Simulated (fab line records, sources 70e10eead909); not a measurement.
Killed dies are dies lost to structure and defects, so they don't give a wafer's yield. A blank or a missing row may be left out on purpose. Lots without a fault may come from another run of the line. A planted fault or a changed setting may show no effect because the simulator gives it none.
fab line records | flow nand_harc
record lots=12 wafers=36 last_day=24
route steps=1159 shown P_STI@100 P_GATE@182 END@1159
lots that met no fault: from a run of the same line without faults
start_h: hours from the record's first day to the start of the lot's first wafer shown | wait_h: hours since the lot's step before | " the same as in the row above | L1.1+2: a row that stands for several wafers | - no value, or no start given | * or withheld: withheld | < > ~ a bound
route shown NAME@n: a module of which the file shows steps, and the number in the route of the first | usual: mean/standard deviation of fault-free wafers | same: alike in all rows | chamber/n: place in a boat | sites: the reading at each site | _std_site: their standard deviation | _edge_site: outer sites' mean less inner sites' | radius_mm: how far each site lies from the wafer's centre | mask NAME#n: copy n | behind: the tool/chamber that last shaped the wafer | hold: why the lot was held/for how many hours/how that ended | device: the transistor (n, p or np) that didn't switch | end of line: the same wafers' tests at the end of the route | a step without rows: its recipe alone | killed: dies lost to structure and defects at the first sort, not the wafer's yield | map: a wafer's dies, x killed, . not, _ none there
set.NAME: the setting as run; set.NAME@STEP: as run at that earlier step | model.NAME: the simulator's own value behind a step, which no gauge read
steps of the route over a sample of lots; a table a step, a row a wafer
services: from which hour (start_h, from the record's first day; less than 0 if before it) a tool's chamber was out of use, for how many hours, and why
## steps
# step NHARC_P_STI_CMP_21
# recipe t_overpolish_s=20 target_thk_nm=380.67
# usual motor_current_A=12.7/1.2 overpolish_run_s=20.000/0.0096
# columns lot.wafer tool chamber start_h wait_h motor_current_A overpolish_run_s
L751.2 cmp-01 2 67.91 0.4 12.1 19.996
L751.6 " 2 " " 11.9 20.005
L751.5 " 3 " " 12.8 19.982
L753.4 cmp-01 3 80.36 0.4 13.3 19.984
L753.3 " 0 " " 13.5 19.994
L753.5 " 1 " " 12.3 20.024
L752.3 cmp-04 0 80.44 0.5 14.3 20.006
L752.5 " 3 " " 11.4 19.996
L752.6 " 0 " " 15.1 20.015
L755.1 cmp-04 1 88.26 0.4 14.8 19.991
L755.5 " 0 " " 14.9 19.994
L755.6 " 1 " " 14.3 19.984
L756.1 cmp-01 1 97.27 0.4 11.5 20.005
L756.2 " 2 " " 11.4 19.998
L756.6 " 0 " " 13.3 20.002
L758.4 cmp-04 2 110.60 0.4 10.9 19.996
L758.3 " 3 " " 11.9 20.010
L758.2 " 0 " " 13.6 19.996
L764.3 cmp-04 1 143.28 0.4 15.1 19.997
L764.2 " 0 " " 14.4 19.984
L764.5 " 2 " " 11.5 20.014
L766.1 cmp-01 0 152.12 0.4 13.5 20.017
L766.5 " 2 " " 11.9 20.009
L766.6 " 3 " " 12.8 19.985
L767.1 cmp-04 3 167.87 0.4 11.7 19.989
L767.4 " 0 " " 14.8 20.009
L767.6 " 3 " " 12.1 20.006
L768.3 cmp-04 1 168.00 0.5 14.6 20.002
L768.2 " 0 " " 14.4 19.984
L768.6 " 1 " " 14.5 20.017
L770.3 cmp-01 0 186.01 0.4 13.7 20.007
L770.6 " 0 " " 13.1 20.013
L770.5 " 1 " " 12.1 20.004
L772.2 cmp-01 1 200.68 0.4 12.4 19.996
L772.3 " 2 " " 12.0 19.997
L772.5 " 0 " " 13.8 20.006
# step NHARC_P_GATE_EXPOSE_56
# recipe na=0.6 target_cd_nm=720 dose_mj=14.81 mask_id=P_PSD
# columns lot.wafer tool chamber start_h wait_h mask
L751.2+5+6 krf_scanner-01 0 117.89 - P_PSD#0
L753.3+4+5 krf_scanner-01 0 127.52 - P_PSD#0
L752.3+5+6 krf_scanner-01 0 129.12 - P_PSD#0
L755.1+5+6 krf_scanner-01 0 134.46 - P_PSD#0
L756.1+2+6 krf_scanner-04 0 144.16 - P_HVN#0
L758.2+3+4 krf_scanner-04 0 156.02 - P_PSD#0
L764.2+3+5 krf_scanner-04 0 190.41 - P_PSD#0
L766.1+5+6 krf_scanner-04 0 199.67 - P_PSD#0
L768.2+3+6 krf_scanner-03 0 212.17 - P_PSD#0
L767.1+4+6 krf_scanner-03 0 212.60 - P_PSD#0
L770.3+5+6 krf_scanner-01 0 230.09 - P_PSD#0
L772.2+3+5 krf_scanner-04 0 246.73 - P_PSD#0
# step NHARC_P_GATE_CD_MEAS_59
# recipe target_cd_nm=720 landing_energy_ev=500
# usual cd_nm=719.2/1.2
# columns lot.wafer tool chamber start_h wait_h cd_nm
L751.2 cd_sem-02 0 118.04 - 717.4
L751.5 " 0 " " 718.9
L751.6 " 0 " " 719.1
L753.3 cd_sem-03 0 127.68 - 722.7
L753.4 " 0 " " 721.3
L753.5 " 0 " " 721.2
L752.3 cd_sem-02 0 129.28 - 719.8
L752.5 " 0 " " 720.1
L752.6 " 0 " " 719.7
L755.1 cd_sem-02 0 134.62 - 719.9
L755.5 " 0 " " 720.4
L755.6 " 0 " " 719.3
L756.1 cd_sem-01 0 144.33 - -
L756.2 " 0 " " -
L756.6 " 0 " " -
L758.2 cd_sem-01 0 156.17 - 721.2
L758.3 " 0 " " 718.5
L758.4 " 0 " " 720.4
L764.2 cd_sem-01 0 190.56 - 719.6
L764.3 " 0 " " 719.6
L764.5 " 0 " " 718.5
L766.1 cd_sem-03 0 199.83 - 718.7
L766.5 " 0 " " 717.6
L766.6 " 0 " " 718.1
L768.2 cd_sem-01 0 212.33 - 719.0
L768.3 " 0 " " 718.2
L768.6 " 0 " " 719.0
L767.1 cd_sem-01 0 212.75 - 721.6
L767.4 " 0 " " 719.5
L767.6 " 0 " " 720.1
L770.3 cd_sem-03 0 230.25 - 718.5
L770.5 " 0 " " 717.9
L770.6 " 0 " " 718.4
L772.2 cd_sem-02 0 246.89 - 718.9
L772.3 " 0 " " 720.6
L772.5 " 0 " " 719.4
# step NHARC_P_GATE_DESCUM_93
# recipe time_s=3 o2_flow_sccm=200 ar_flow_sccm=0 bias_power_w=0 chemistry=O2
# usual drypump_motor_current_A=5.7/0.46 oes_product_au=1.000/0.0077 rf_vpp_V=57.8/0.9 showerhead_plenum_p_Torr=1.92/0.1 throttle_valve_pct=11.311/0.009
# columns lot.wafer tool chamber start_h wait_h drypump_motor_current_A oes_product_au rf_hours_counter_h rf_vpp_V showerhead_plenum_p_Torr throttle_valve_pct
L751.2 rie_diel-01 1 119.93 - 5.6 0.992 59 56.4 1.96 11.319
L751.5 " 0 " " 6.4 0.997 - 59.2 1.79 11.311
L751.6 " 1 " " 5.7 0.994 - 58.5 1.96 11.314
L753.3 rie_diel-11 1 129.57 - 5.6 1.005 21 58.2 2.05 11.289
L753.4 " 2 " " 5.8 1.016 21 57.8 1.81 11.320
L753.5 " 0 " " 5.6 0.997 - 58.8 2.03 11.317
L752.3 rie_diel-01 0 131.06 - 6.3 0.999 54 56.3 1.79 11.303
L752.5 " 3 " " 6.3 1.000 - 58.3 2.02 11.307
L752.6 " 0 " " 6.3 1.003 - 59.0 1.79 11.329
L755.1 rie_diel-12 2 136.52 - 4.8 0.993 34 57.2 1.79 11.295
L755.6 " 1 " " 5.2 0.994 - 58.0 2.03 11.322
L755.5 " 2 " " 4.8 1.002 - 57.2 1.79 11.297
L756.1 rie_diel-12 3 147.58 - 5.4 1.014 38 55.9 1.77 11.308
L756.2 " 0 " " 5.6 1.005 37 56.2 1.78 11.312
L756.6 " 2 " " 4.9 1.010 - 58.1 1.79 11.322
L758.4 rie_diel-11 2 157.97 - 5.8 1.012 23 57.4 1.81 11.303
L758.2 " 3 " " 5.8 0.988 27 58.0 1.95 11.302
L758.3 " 0 " " 5.6 0.993 27 58.6 2.03 11.316
L764.2 rie_diel-01 1 192.54 - 5.6 1.000 15 57.7 1.95 11.317
L764.3 " 2 " " 6.6 1.009 15 59.2 1.92 11.310
L764.5 " 3 " " 6.3 1.011 - 58.1 2.02 11.320
L766.1 rie_diel-11 2 201.72 - 5.8 0.999 0 58.4 1.81 11.310
L766.5 " 1 " " 5.6 0.990 - 57.1 2.04 11.317
L766.6 " 2 " " 5.7 0.995 - 57.3 1.81 11.331
L768.3 rie_diel-01 2 214.21 - 6.7 0.994 25 58.4 1.92 11.323
L768.2 " 3 " " 6.2 0.985 24 59.0 2.01 11.320
L768.6 " 2 " " 6.6 1.001 - 59.6 1.92 11.312
L767.4 rie_diel-11 2 214.74 - 5.8 0.993 3 57.1 1.81 11.306
L767.1 " 3 " " 5.8 0.988 3 57.6 1.95 11.307
L767.6 " 3 " " 5.8 0.989 - 58.4 1.95 11.314
L770.3 rie_diel-01 0 231.98 - 6.3 0.997 30 58.0 1.78 11.308
L770.6 " 0 " " 6.4 1.003 - 57.7 1.78 11.298
L770.5 " 1 " " 5.6 1.001 - 59.1 1.94 11.294
L772.3 rie_diel-01 1 248.77 - 5.7 0.998 36 57.9 1.94 11.315
L772.2 " 2 " " 6.6 1.010 35 57.9 1.92 11.298
L772.5 " 2 " " 6.6 1.001 - 56.9 1.92 11.311
# step NHARC_P_GATE_STRIP_113
# recipe power_w=1500 temp_c=110 time_s=740 chemistry=N2/H2
# usual drypump_motor_current_A=5.7/0.44 heater_power_w=92/8.4
# columns lot.wafer tool chamber start_h wait_h drypump_motor_current_A heater_power_w rf_hours_counter_h
L751.2 plasma_asher-02 0 120.40 0.3 5.7 92 36
L751.5 " 1 " " 5.2 80 -
L751.6 " 0 " " 5.8 94 -
L753.3 plasma_asher-02 1 130.17 0.4 5.2 81 -
L753.4 " 0 " " 5.7 94 -
L753.5 " 0 " " 5.7 93 -
L752.3 plasma_asher-02 1 131.66 0.4 5.2 81 -
L752.6 " 1 " " 5.2 81 -
L752.5 " 0 " " 5.7 95 -
L755.1 plasma_asher-02 1 136.88 0.2 5.2 83 43
L755.6 " 1 " " 5.2 81 -
L755.5 " 0 " " 5.7 97 -
L756.2 plasma_asher-02 1 147.93 0.2 5.2 81 47
L756.1 " 0 " " 5.7 96 47
L756.6 " 1 " " 5.1 82 -
L758.2 plasma_asher-02 0 158.33 0.2 5.7 94 50
L758.4 " 0 " " 5.7 93 -
L758.3 " 1 " " 5.2 79 -
L764.2 plasma_asher-02 0 193.01 0.3 5.7 93 0
L764.3 " 1 " " 5.1 84 -
L764.5 " 0 " " 5.7 90 -
L766.1 plasma_asher-01 0 202.07 0.2 6.5 107 32
L766.5 " 0 " " 6.4 108 -
L766.6 " 1 " " 5.8 101 -
L768.2 plasma_asher-02 1 214.70 0.3 5.2 87 9
L768.3 " 1 " " 5.2 84 -
L768.6 " 1 " " 5.2 84 -
L767.1 plasma_asher-01 1 215.26 0.3 5.8 100 38
L767.4 " 1 " " 5.8 99 -
L767.6 " 0 " " 6.5 102 -
L770.3 plasma_asher-02 0 232.59 0.4 5.7 89 -
L770.5 " 0 " " 5.7 91 -
L770.6 " 1 " " 5.2 87 -
L772.2 plasma_asher-02 0 249.51 0.5 5.7 86 19
L772.3 " 0 " " 5.7 89 -
L772.5 " 1 " " 5.2 85 -
# step NHARC_END_SORT_01
# recipe temp_c=25
# usual killed_at_array=24/7.4 killed_at_other=0.5/0.81 killed_at_periphery=3.4/2.3 killed_dies=28/8 killed_open=3.4/1.8 killed_short=2.0/1.4
# same gross_dies=677
# columns lot.wafer tool chamber start_h wait_h killed_at_array killed_at_other killed_at_periphery killed_dies killed_open killed_short
L756.1 prober-02 0 475.28 2.5 33 0 644 677 6 1
L756.2 prober-02 0 476.06 2.8 25 0 652 677 3 2
L756.6 prober-02 0 479.21 3.9 16 0 661 677 2 2
# killed by level:class
L756.1 P_GATE:area_expose=640 A_CHANNEL_HOLE_D1:chamber_film_flake=15 A_SLIT:chamber_film_flake=11 A_STAIRCASE:chamber_film_flake=4 P_CONTACT:geometric_particle:open=2 P_M0:geometric_particle:open=1 P_M2:geometric_particle:open=1 A_CHANNEL_HOLE_D1:geometric_particle:open=1
L756.2 P_GATE:area_expose=651 A_CHANNEL_HOLE_D1:chamber_film_flake=9 A_SLIT:chamber_film_flake=8 A_STAIRCASE:chamber_film_flake=2 A_CONTACT:chamber_film_flake=2 P_CONTACT:geometric_particle:open=1 A_CHANNEL_FILL_D1:geometric_particle:short=1 A_CHANNEL_FILL_D1:geometric_particle:open=1
L756.6 P_GATE:area_expose=660 A_SLIT:chamber_film_flake=7 A_CHANNEL_HOLE_D1:chamber_film_flake=5 P_M1:geometric_particle:short=1 A_SGD_CUT:geometric_particle:short=1 A_CONTACT:geometric_particle:open=1 A_M0:geometric_particle:open=1 A_CONTACT:chamber_film_flake=1
## services
# columns tool chamber start_h hours kind
krf_scanner-01 - 58.81 5.3 repair
rie_diel-01 0 60.56 7.3 repair
cmp-04 - 62.98 2.2 repair
rie_diel-01 - 63.45 1.2 repair
rie_diel-01 2 77.15 30.2 repair
cmp-01 - 81.50 4.0 pm
krf_scanner-01 - 84.00 4.0 pm
cmp-04 - 95.31 0.3 repair
cmp-04 - 105.08 4.0 pm
cmp-01 - 109.96 2.0 repair
krf_scanner-04 - 126.00 4.0 pm
rie_diel-01 - 137.80 9.0 pm
rie_diel-11 2 140.05 15.5 repair
cmp-01 - 146.72 1.0 repair
cmp-04 - 165.70 1.1 repair
cmp-01 - 167.05 1.3 repair
cmp-01 - 179.50 4.0 pm
plasma_asher-02 - 183.00 9.0 pm
rie_diel-11 - 189.50 9.0 pm
cmp-01 - 195.96 0.4 repair
plasma_asher-02 - 197.29 1.3 repair
cmp-04 - 203.08 4.0 pm
krf_scanner-04 - 208.46 1.8 repair
plasma_asher-02 - 242.83 1.2 repair
## key
first_sign step=NHARC_P_GATE_EXPOSE_56 reading=mask direction=changed
effect step=NHARC_P_GATE_CD_MEAS_59 reading=cd_nm direction=missing
effect step=NHARC_END_SORT_01 reading=killed_at_periphery direction=up sigmas=99+ usual=3.4 struck=652.3
more_kills_born_at NHARC_P_GATE_EXPOSE_56@krf_scanner-04=1951
met_at NHARC_P_GATE_EXPOSE_56
struck_lots L756
later_rows_left_out L756.1,L756.2,L756.6
tester_left_out L756
not_acting_at NHARC_P_STI_CMP_21,NHARC_P_GATE_DESCUM_93,NHARC_P_GATE_STRIP_113
fault kind=wrong_mask tool=any chamber=- onset_h=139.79 steps=NHARC_P_GATE_EXPOSE_56 aux_copy=P_HVN#0 scope=struck_lots_only
# tester_left_out: of these lots the tester's yield and bins aren't shown, on N5 and GAA mostly nor the transistor test; their killed dies are dies lost to structure and defects alone, not to doping, threshold or leakage, so they don't give the yield
# later_rows_left_out: the simulator's readings of these wafers behind a module that went badly wrong aren't trusted and aren't shown, but for the sort
